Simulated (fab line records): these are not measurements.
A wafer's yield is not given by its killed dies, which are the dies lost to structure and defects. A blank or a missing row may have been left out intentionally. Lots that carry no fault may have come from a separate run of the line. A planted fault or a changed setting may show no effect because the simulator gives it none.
Struck lot and sound lot, side by side -- flow nandHarc -- 14 out of 1302 route steps
Sound: these wafers, L186.2, L186.5, L186.6. Struck: wafers L196.2, L196.6 (left out: L196.5, a lot-mate that was not struck); the cause follows at the end.
For every step that has rows: the tool of each side, followed by ch and its chambers, followed by its first start. Under that, the readings that differ: sound wafers -- struck wafers -- difference of the means -- sigmas: that difference in standard deviations of wafers without a fault.
alike: same words and numbers on both sides, and readings whose means sit less than 2 such deviations apart. not compared: any withheld reading, any reading some wafer has no value for, any bound like >300 that may hide the same value, and any number with overlapping values for which the record gives no deviation.
Wherever a step has rows on one side only, a row that says differs or no value, or a row with sigmas, the two part there. Numbers that have no deviation but don't overlap get no sigmas and don't part them. A reading that every wafer of one side lacks parts them only if that side has two wafers or more.

first, 1 step without rows for these wafers: NHARC_A_WL_FILL_ANNEAL_08 (time 1800 s).
NHARC_A_WL_FILL_ALD_10: deposits SiO2, target thk 50 nm, pulse time 10 s, ald cycles 500.
  sound on aldHk-01 ch 2,3, day 24 13:07; struck on aldHk-03 ch 0,3, day 29 23:32
  alike: heaterPowerW, precursorPulseHeightRel
  not compared: aldCycles
NHARC_A_WL_FILL_ETCHBACK_16: etches the open film in C4F8/O2/Ar, target depth 120 nm, time 24 s.
  sound on rieDiel-03 ch 0,1,2; struck on rieDiel-04 ch 1,2
  alike: oesProductAu, rfVppV
  not compared: rfHoursCounterH
NHARC_A_WL_FILL_STRIP_29: strips in O2, time 20 s.
  sound on rieDiel-03 ch 1,2, day 24 17:52; struck on rieDiel-04 ch 0,3, day 30 03:46
  alike: drypumpMotorCurrentA, o2FlowSccm, oesProductAu, rfVppV, showerheadPlenumPTorr, throttleValvePct
  not compared: rfHoursCounterH
then, 4 steps without rows for these wafers: NHARC_A_WL_FILL_ETCHBACK_17 (etches the open film in Cl2/BCl3, target depth 4 nm, time 26.7 s); NHARC_A_WL_FILL_PRECLEAN_18 (cleans in dHF, time 30 s); NHARC_A_WL_FILL_SRD_21; NHARC_A_WL_FILL_CVD_23 (deposits poly-Si, target thk 40 nm, time 800 s).
NHARC_A_WL_FILL_ETCHBACK_26: etches the open film in HBr, target depth 52 nm, time 13.3 s.
  sound on rieSi-02 ch 0,1, day 24 23:13; struck on rieSi-02 ch 0, day 30 09:07
reading,sound,struck,difference,sigmas
oesProductAu (a.u.),0.988 1.010 0.983,1.034 1.029,+0.038,+3
  alike: drypumpMotorCurrentA, throttleValvePct
  not compared: rfHoursCounterH
then, 2 steps without rows for these wafers: NHARC_A_WL_FILL_PRECLEAN_30 (cleans in dHF, time 10 s); NHARC_A_WL_FILL_SRD_14.
NHARC_A_WL_FILL_ALD_19: deposits TiN, target thk 2 nm, pulse time 3 s, ald cycles 100.
  sound on aldMetal-02 ch 0,1,3, day 24 23:32; struck on aldMetal-03 ch 0,3, day 30 09:22
reading,sound,struck,difference,sigmas
aldCycles,100 100 100,76 76,-24,
  alike: heaterPowerW, precursorPulseHeightRel
NHARC_A_WL_FILL_CVD_20: deposits W, target thk 100 nm, time 74 s.
  sound on cvdW-02 ch 0,1; struck on cvdW-02 ch 0
  alike: heaterPowerW, throttleValvePct
-- break in the record here, with 4 days between the starts of the struck wafers on either side (left off in module A_WL_FILL, picked up again in module END, where the first step shown is number 1302 on the route) --
NHARC_END_SORT_01:
  sound on prober-02 ch 0, day 28 07:47; struck on prober-02 ch 0, day 33 21:33
reading,sound,struck,difference,sigmas
killedAtArray,63 53 57,12 21,-41,-2
killedAtPeriphery,5 0 2,9 12,+8,+3
  alike: killedAtOther, killedDies, killedOpen, killedShort

WHERE THEY PART
Earliest at NHARC_A_WL_FILL_ETCHBACK_26; latest, in this record, at NHARC_END_SORT_01.

WHY: whatever the simulator had introduced
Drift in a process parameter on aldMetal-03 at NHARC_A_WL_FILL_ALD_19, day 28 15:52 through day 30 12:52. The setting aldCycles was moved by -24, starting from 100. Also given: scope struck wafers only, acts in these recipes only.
